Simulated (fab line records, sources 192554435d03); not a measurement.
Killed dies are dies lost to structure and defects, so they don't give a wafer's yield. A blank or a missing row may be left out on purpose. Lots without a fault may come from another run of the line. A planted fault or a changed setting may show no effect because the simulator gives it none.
Problem report in the 8D (eight disciplines) form, filled by code | flow n5_finfet | the parts of the form that need people (team, actions taken, sign-off) are left out

1. THE PROBLEM
NWELL_OVL at N5_WELL_APT_OVL_MEAS_09 reads a mean of 51 nm on 9 wafers of 3 lots; wafers without a fault read -3 nm with a standard deviation of 6.5. That is +8.3 standard deviations from the usual mean.
First seen on wafer L241.2, day 6 08:35, on overlay-01. The record holds 27 wafers of 9 lots with a number at this step. Rule for "out", or "out of limits": more than 4 standard deviations from the usual mean. The other wafers with a number count as sound.

2. WHAT IT IS AND WHAT IT IS NOT
question                    | is                     | is not
which readings at this step | NWELL_OVL              | -
which lots                  | L241, L242, L244       | L225, L231, L236, L240, L243, L245
which wafers of those lots  | all that have a number | -
read on which gauges        | overlay-01             | overlay-02
when                        | from day 6 08:35       | up to then (12 sound wafers); but 6 sound wafers of L243, L245 came after

3. SUSPECTS, AND WHAT RULES EACH OUT
Counting: a tool at a process step up to the reading stays a suspect if it ran every lot that is out and no sound lot after the first of them.
- the gauge at N5_WELL_APT_OVL_MEAS_09: kept. All the wafers that are out were read on overlay-01, and no step on other tools shows them out.
- krf_scanner-02 at N5_WELL_APT_EXPOSE_05 (exposes mask NWELL, defocus 0 nm, target cd 200 nm): kept. It ran every lot that is out, first L241 (day 6 08:23), and no sound lot after that; its last sound lot up to then is L240 (day 6 01:32).
Left after counting: krf_scanner-02 at N5_WELL_APT_EXPOSE_05, overlay-01 at N5_WELL_APT_OVL_MEAS_09.

4. THE CAUSE (what the simulator had put in)
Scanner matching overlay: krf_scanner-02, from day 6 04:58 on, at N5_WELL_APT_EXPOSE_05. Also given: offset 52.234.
Counting left 2 suspects, and this tool is among them.

5. THE CHAIN OF EFFECTS, in route order
Each row: a reading whose mean over the struck wafers that have a number lies more than 3 standard deviations from the usual. Only readings for which the record gives a usual standard deviation are gone through. hours: the time from each lot's start at the first step in this table that gives one to its start at this step, as a median over the lots. sigmas: the change in usual standard deviations.
hours | step                    | reading   | usual | on struck wafers | change | sigmas
0     | N5_WELL_APT_OVL_MEAS_09 | NWELL_OVL | -3 nm | 51               | +54    | +8.3
Later measuring or inspecting steps at which every struck wafer that the step has a row for has a number for every such reading, and none has moved that far: N5_BEOL_M4_RC_MEAS_101.

6. WHAT WOULD HAVE CAUGHT IT SOONER
In this record the first reading out of limits at a measuring or inspecting step was taken at day 6 08:35, 4 hours after the fault began at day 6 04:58.
Of the lots that are out (3), L242, L244 began N5_WELL_APT_EXPOSE_05 on krf_scanner-02 after day 6 08:35. A hold on the tool at that time would have spared those 2.
